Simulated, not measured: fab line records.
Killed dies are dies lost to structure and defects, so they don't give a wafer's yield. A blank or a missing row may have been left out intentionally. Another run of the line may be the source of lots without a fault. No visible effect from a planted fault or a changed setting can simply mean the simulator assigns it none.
A sampling plan put to the test ; flow nand harc ; one fab line, 34 faults that these records tell of, each judged on the records of the lots that it struck
Plan = the line's own looks (route steps where a gauge or an inspection reads the wafer without altering it). A look is open to judgement when struck wafers have a number at it and the file gives its usual mean and standard deviation on fault-free wafers. Caught: 4 or more of those standard deviations (sigma) separate the usual mean from the mean of the struck wafers at a look after the fault's first step. On the tool: the test repeated on the tool's own readings taken at the fault's steps. If the struck wafers alone have a blank record, or they carry another recipe, that too counts as caught.

== THE FAULTS, as the simulator had put them in ==
1. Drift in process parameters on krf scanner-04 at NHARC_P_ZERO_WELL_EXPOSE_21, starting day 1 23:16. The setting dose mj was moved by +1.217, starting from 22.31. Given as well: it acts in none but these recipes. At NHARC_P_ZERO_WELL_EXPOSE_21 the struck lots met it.
2. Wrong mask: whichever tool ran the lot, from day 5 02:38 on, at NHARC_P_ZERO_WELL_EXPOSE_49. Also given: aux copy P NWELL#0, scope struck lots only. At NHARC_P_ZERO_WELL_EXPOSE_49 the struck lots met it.
3. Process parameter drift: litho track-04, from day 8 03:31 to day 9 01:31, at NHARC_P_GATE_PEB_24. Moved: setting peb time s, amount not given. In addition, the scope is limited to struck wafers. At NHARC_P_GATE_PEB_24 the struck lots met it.
4. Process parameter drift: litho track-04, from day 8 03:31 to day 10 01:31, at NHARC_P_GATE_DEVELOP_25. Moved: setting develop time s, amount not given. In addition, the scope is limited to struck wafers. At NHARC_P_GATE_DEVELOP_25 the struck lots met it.
5. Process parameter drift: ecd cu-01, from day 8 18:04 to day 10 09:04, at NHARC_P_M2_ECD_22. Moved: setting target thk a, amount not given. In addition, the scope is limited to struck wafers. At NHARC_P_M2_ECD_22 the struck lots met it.
6. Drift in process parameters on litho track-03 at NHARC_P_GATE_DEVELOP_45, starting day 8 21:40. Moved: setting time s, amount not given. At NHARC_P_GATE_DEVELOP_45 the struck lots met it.
7. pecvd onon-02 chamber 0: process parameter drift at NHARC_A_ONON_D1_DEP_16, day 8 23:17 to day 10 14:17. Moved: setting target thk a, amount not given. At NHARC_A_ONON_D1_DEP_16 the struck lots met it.
8. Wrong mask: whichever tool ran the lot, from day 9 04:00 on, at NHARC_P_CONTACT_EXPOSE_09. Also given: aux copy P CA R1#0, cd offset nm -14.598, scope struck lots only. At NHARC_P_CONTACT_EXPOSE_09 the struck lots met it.
9. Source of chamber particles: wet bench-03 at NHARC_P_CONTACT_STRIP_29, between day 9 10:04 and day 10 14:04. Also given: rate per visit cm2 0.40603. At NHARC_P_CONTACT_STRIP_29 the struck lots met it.
10. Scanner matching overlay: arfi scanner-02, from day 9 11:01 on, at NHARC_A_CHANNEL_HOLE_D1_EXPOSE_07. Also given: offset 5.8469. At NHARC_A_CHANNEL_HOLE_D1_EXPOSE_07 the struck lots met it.
11. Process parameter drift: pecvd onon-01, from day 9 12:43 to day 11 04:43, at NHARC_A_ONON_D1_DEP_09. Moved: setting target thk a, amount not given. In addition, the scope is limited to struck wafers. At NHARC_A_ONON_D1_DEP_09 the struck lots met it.
12. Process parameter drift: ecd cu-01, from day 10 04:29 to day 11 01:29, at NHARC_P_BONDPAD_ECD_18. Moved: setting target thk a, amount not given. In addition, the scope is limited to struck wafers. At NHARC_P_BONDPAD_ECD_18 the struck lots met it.
13. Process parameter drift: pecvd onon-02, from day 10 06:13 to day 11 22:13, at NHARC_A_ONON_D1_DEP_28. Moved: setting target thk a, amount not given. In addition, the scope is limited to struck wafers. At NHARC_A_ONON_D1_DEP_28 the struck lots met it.
14. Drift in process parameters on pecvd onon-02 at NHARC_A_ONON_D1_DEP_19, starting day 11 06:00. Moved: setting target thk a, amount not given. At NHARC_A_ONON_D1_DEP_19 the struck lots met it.
15. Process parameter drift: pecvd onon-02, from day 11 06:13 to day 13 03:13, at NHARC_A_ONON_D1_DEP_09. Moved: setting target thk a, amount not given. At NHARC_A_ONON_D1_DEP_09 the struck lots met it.
16. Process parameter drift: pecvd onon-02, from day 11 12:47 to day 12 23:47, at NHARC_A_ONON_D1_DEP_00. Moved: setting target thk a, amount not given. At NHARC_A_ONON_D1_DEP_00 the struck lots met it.
17. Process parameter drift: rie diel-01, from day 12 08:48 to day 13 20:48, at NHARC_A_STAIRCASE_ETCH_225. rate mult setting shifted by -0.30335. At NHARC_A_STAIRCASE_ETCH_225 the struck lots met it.
18. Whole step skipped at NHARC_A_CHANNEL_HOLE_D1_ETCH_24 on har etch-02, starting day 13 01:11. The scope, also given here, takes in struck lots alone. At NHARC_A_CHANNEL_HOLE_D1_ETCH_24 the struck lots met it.
19. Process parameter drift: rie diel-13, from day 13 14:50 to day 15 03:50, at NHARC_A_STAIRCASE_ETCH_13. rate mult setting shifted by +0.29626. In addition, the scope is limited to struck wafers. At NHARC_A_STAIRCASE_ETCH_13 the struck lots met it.
20. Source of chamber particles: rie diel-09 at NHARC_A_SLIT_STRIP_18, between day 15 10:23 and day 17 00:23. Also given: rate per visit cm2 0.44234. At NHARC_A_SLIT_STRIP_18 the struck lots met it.
21. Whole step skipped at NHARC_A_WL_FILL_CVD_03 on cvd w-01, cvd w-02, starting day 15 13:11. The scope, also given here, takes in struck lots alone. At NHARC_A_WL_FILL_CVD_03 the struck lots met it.
22. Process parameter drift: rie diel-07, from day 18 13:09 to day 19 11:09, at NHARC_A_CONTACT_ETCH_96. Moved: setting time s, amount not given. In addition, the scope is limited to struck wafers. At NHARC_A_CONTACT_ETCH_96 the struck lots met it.
23. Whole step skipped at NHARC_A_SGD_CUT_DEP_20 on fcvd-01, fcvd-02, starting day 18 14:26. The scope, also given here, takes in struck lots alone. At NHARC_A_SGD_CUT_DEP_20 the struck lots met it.
24. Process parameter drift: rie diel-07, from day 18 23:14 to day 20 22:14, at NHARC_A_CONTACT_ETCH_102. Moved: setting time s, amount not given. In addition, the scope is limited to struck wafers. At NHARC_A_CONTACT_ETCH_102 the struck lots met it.
25. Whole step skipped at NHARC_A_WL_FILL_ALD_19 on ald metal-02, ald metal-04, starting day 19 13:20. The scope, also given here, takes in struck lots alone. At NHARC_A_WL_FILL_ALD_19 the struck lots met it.
26. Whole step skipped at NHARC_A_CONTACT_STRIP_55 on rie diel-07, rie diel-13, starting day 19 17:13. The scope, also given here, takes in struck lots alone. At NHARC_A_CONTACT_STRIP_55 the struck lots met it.
27. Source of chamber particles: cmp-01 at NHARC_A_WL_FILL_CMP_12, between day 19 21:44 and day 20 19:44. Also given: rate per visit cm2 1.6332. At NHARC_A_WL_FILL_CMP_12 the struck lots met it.
28. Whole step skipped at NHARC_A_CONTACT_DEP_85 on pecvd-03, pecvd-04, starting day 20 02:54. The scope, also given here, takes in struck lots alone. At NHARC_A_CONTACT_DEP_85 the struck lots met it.
29. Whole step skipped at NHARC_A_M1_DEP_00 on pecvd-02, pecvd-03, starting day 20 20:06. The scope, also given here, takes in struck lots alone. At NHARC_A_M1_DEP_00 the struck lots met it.
30. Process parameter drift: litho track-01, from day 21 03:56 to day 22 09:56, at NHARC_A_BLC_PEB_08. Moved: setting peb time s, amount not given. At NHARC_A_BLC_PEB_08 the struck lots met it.
31. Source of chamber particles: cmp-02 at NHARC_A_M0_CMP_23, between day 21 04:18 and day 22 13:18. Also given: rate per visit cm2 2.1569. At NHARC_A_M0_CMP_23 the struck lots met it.
32. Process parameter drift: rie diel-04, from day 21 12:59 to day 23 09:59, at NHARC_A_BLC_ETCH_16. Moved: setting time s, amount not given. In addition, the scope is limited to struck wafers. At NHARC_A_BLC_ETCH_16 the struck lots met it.
33. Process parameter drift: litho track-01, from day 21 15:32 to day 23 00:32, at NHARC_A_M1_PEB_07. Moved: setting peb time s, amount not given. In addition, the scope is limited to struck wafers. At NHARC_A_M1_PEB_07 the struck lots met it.
34. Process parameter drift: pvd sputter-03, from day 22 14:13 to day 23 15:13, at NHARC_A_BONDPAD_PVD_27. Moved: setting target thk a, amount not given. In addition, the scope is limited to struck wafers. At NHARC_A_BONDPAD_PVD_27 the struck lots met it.

== WHAT THE PLAN SAW ==
fault;on the tool itself;first look that catches it;reading, sigma;median hours from its first step to that look;hours from the fault's start to the first struck lot there;judged looks passed uncaught
1;exposure dose mJ cm2 +53 sigma;NHARC_P_ZERO_WELL_CD_MEAS_24;cd nm +7.3;0.2;3;0
2;no reading that can be judged;NHARC_END_SORT_01;killed at periphery +99 or beyond;413.8;415;0
3;heater power total W +97 sigma;NHARC_P_GATE_CD_MEAS_26;cd nm +31;0.1;1;0
4;under 2 sigma;none of the 4 looks that can be judged after it;-;-;-;4
5;no reading that can be judged;no look after it can be judged;-;-;-;0
6;no reading that can be judged;NHARC_END_SORT_01;killed at periphery +99 or beyond;353.1;351;0
7;under 2 sigma;NHARC_A_ONON_D1_THK_MEAS_18;thk nm -38;0.5;10;0
8;under 2 sigma;NHARC_P_CONTACT_CD_MEAS_12;cd nm -25;0.1;3;0
9;under 2 sigma;NHARC_END_SORT_01;killed at periphery +25;328.5;333;0
10;no reading that can be judged;NHARC_A_CHANNEL_HOLE_D1_OVL_MEAS_11;overlay x nm +7.6;0.2;3;0
11;no reading that can be judged;not the one look that can be judged after it;strongest: thk nm at NHARC_A_ONON_D1_THK_MEAS_11, -3.4;-;-;1
12;under 2 sigma;NHARC_END_SORT_01;killed at periphery +99 or beyond;311.8;320;0
13;no reading that can be judged;NHARC_A_ONON_D1_THK_MEAS_30;thk nm +31;0.5;5;0
14;under 2 sigma;NHARC_A_ONON_D1_THK_MEAS_21;thk nm +68;0.4;0;0
15;under 2 sigma;NHARC_A_ONON_D1_THK_MEAS_11;thk nm +53;0.5;9;0
16;under 2 sigma;NHARC_A_ONON_D1_THK_MEAS_02;thk nm -6.1;0.4;0;0
17;oes product au -20 sigma;NHARC_END_SORT_01;killed at array +75;192.4;186;0
18;the tool's record is blank for the struck wafers;NHARC_A_CHANNEL_HOLE_D1_CD_MEAS_30;cd nm -99 or beyond;3.4;8;0
19;oes product au +11 sigma;NHARC_END_SORT_01;killed at array +75;201.7;230;0
20;under 2 sigma;NHARC_END_SORT_01;killed at array +7.3;112.3;104;1
21;the tool's record is blank for the struck wafers;NHARC_END_SORT_01;killed at array +75;101.8;101;0
22;run length s -8.9 sigma;NHARC_END_SORT_01;killed at array +19;68.7;69;0
23;the tool's record is blank for the struck wafers;NHARC_A_SGD_CUT_THK_MEAS_22;thk nm -75;4.8;11;0
24;run length s -10 sigma;NHARC_END_SORT_01;killed at array +51;66.3;71;0
25;the tool's record is blank for the struck wafers;NHARC_END_SORT_01;killed at array +75;93.2;90;0
26;the tool's record is blank for the struck wafers;NHARC_END_SORT_01;killed at array +75;66.6;63;0
27;under 2 sigma;NHARC_A_WL_FILL_INSPECT_15;raw defect count +8.2;0.5;4;0
28;the tool's record is blank for the struck wafers;NHARC_END_SORT_01;killed at array +75;59.5;53;0
29;the tool's record is blank for the struck wafers;NHARC_END_SORT_01;sort_bin_2_pct +99 or beyond;39.4;36;0
30;under 2 sigma;NHARC_A_BLC_CD_MEAS_10;cd nm +16;0.1;0;0
31;under 2 sigma;NHARC_A_M0_INSPECT_27;raw defect count +11;0.5;9;0
32;run length s -65 sigma;NHARC_END_SORT_01;killed at array +75;46.6;55;0
33;under 2 sigma;NHARC_A_M1_CD_MEAS_09;cd nm +32;0.1;0;0
34;under 2 sigma;NHARC_END_SORT_01;sort_bin_2_pct +99 or beyond;33.4;50;0
Dash: fault not caught, or number not given in these records.

Caught at a look: 31 of 34. Caught on the tool: 14 of 34. By one or the other: 31 of 34.
Caught at a look alone: faults 2, 6, 7, 8, 9, 10, 12, 13, 14, 15, 16, 20, 27, 30, 31, 33, 34.
Caught by neither: faults 4, 5, 11.

== THINNER SAMPLING ==
Were the look that catches a fault to measure just every second or every third lot (counted by lot number), the first struck lot would, at worst, be measured this late:
fault;struck lots at that look, in order of time;every lot;every second lot;every third lot
1;L667, L668, L669, L671;3 h;9 h;15 h
2;L885;415 h;may miss it;may miss it
3;L988, L990, L991;1 h;17 h;may miss all 3
6;L948;351 h;may miss it;may miss it
7;L110, L113;10 h;24 h;may miss all 2
8;L478;3 h;may miss it;may miss it
9;L230, L231;333 h;338 h;may miss all 2
10;L254, L255, L258, L259;3 h;19 h;48 h
12;L387, L389;320 h;may miss all 2;may miss all 2
13;L394, L397;5 h;26 h;may miss all 2
14;L331, L334;0 h;1 h;may miss all 2
15;L342, L345;9 h;27 h;may miss all 2
16;L625, L626, L627;0 h;1 h;19 h
17;L931, L936;186 h;225 h;may miss all 2
18;L553, L556, L557;8 h;27 h;may miss all 3
19;L512, L514;230 h;may miss all 2;may miss all 2
20;L726, L730;104 h;may miss all 2;may miss all 2
21;L343, L342, L344;101 h;102 h;110 h
22;L165, L167, L166;69 h;80 h;80 h
23;L252, L254, L255;11 h;28 h;may miss all 3
24;L347, L350;71 h;82 h;may miss all 2
25;L419, L420;90 h;95 h;may miss all 2
26;L459, L458;63 h;73 h;may miss all 2
27;L409, L411;4 h;may miss all 2;may miss all 2
28;L879, L878, L880;53 h;63 h;74 h
29;L629, L633;36 h;may miss all 2;may miss all 2
30;L438, L442;0 h;may miss all 2;may miss all 2
31;L466, L463;9 h;10 h;may miss all 2
32;L108, L110;55 h;may miss all 2;may miss all 2
33;L677, L680;0 h;33 h;may miss all 2
34;L337, L341;50 h;may miss all 2;may miss all 2
The hour figures run from when the fault began to the first measured lot among those it struck. The limit of 4 sigma was tested on all struck wafers together, so one lot alone may lie under it. Other struck lots may not be in these records.

== THE LONGEST TIMED WAY FROM STEP TO LOOK ==
Fault 2: a median of 413.8 hours passes between NHARC_P_ZERO_WELL_EXPOSE_49 and NHARC_END_SORT_01. No look between them can be judged.
